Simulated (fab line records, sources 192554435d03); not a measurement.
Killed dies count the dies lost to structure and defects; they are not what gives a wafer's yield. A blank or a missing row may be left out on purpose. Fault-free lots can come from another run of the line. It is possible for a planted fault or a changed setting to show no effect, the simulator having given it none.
Matching of chambers :: flow n5Finfet :: N5_BEOL_M3_ETCH_74 on rieDiel-03 has 4 sister chambers
The step etches underlayer in N2/H2, target depth 6.5 nm, time 5.2 s. 4 wafers are shown with their chamber, then 12 later ones without.

EACH WAFER AND ITS CHAMBER
wafer: L084.6
chamber: 3
showerheadPlenumPTorr (Torr): 2.43

wafer: L088.1
chamber: 0
showerheadPlenumPTorr (Torr): 2.35

wafer: L088.2
chamber: 1
showerheadPlenumPTorr (Torr): 2.53

wafer: L088.3
chamber: 2
showerheadPlenumPTorr (Torr): 2.64

WAFERS WHOSE CHAMBER IS MISSING
wafer: L091.1
showerheadPlenumPTorr (Torr): 2.63

wafer: L091.3
showerheadPlenumPTorr (Torr): 2.43

wafer: L091.4
showerheadPlenumPTorr (Torr): 2.35

wafer: L094.2
showerheadPlenumPTorr (Torr): 2.34

wafer: L094.3
showerheadPlenumPTorr (Torr): 2.52

wafer: L094.6
showerheadPlenumPTorr (Torr): 2.52

wafer: L096.1
showerheadPlenumPTorr (Torr): 2.43

wafer: L096.3
showerheadPlenumPTorr (Torr): 2.52

wafer: L096.4
showerheadPlenumPTorr (Torr): 2.63

wafer: L097.1
showerheadPlenumPTorr (Torr): 2.52

wafer: L097.2
showerheadPlenumPTorr (Torr): 2.42

wafer: L097.5
showerheadPlenumPTorr (Torr): 2.42

CHAMBER TAKEN BY EACH
wafer: L091.1
from the rows above: 2
in truth: 2

wafer: L091.3
from the rows above: 3
in truth: 3

wafer: L091.4
from the rows above: 0
in truth: 0

wafer: L094.2
from the rows above: 0
in truth: 0

wafer: L094.3
from the rows above: 1
in truth: 1

wafer: L094.6
from the rows above: 1
in truth: 1

wafer: L096.1
from the rows above: 3
in truth: 3

wafer: L096.3
from the rows above: 1
in truth: 1

wafer: L096.4
from the rows above: 2
in truth: 2

wafer: L097.1
from the rows above: 1
in truth: 1

wafer: L097.2
from the rows above: 3
in truth: 3

wafer: L097.5
from the rows above: 3
in truth: 3
Correctly placed: 12 of 12. Can't be placed from these rows: 0. Number placed wrongly: 0.
How it was worked out, from the rows above alone: a wafer's distance from a chamber is the root of the sum, over the readings, of the square of ((its reading less the chamber's mean) divided by the reading's scatter). The wafer belongs to the nearest chamber; if the next one is less than 2 further off, it can't be placed. For every chamber, the mean is computed from those of its wafers that are shown. The scatter: with one shown wafer a chamber, the root of the mean of the squares of how far each hidden wafer lies from its nearest shown one.
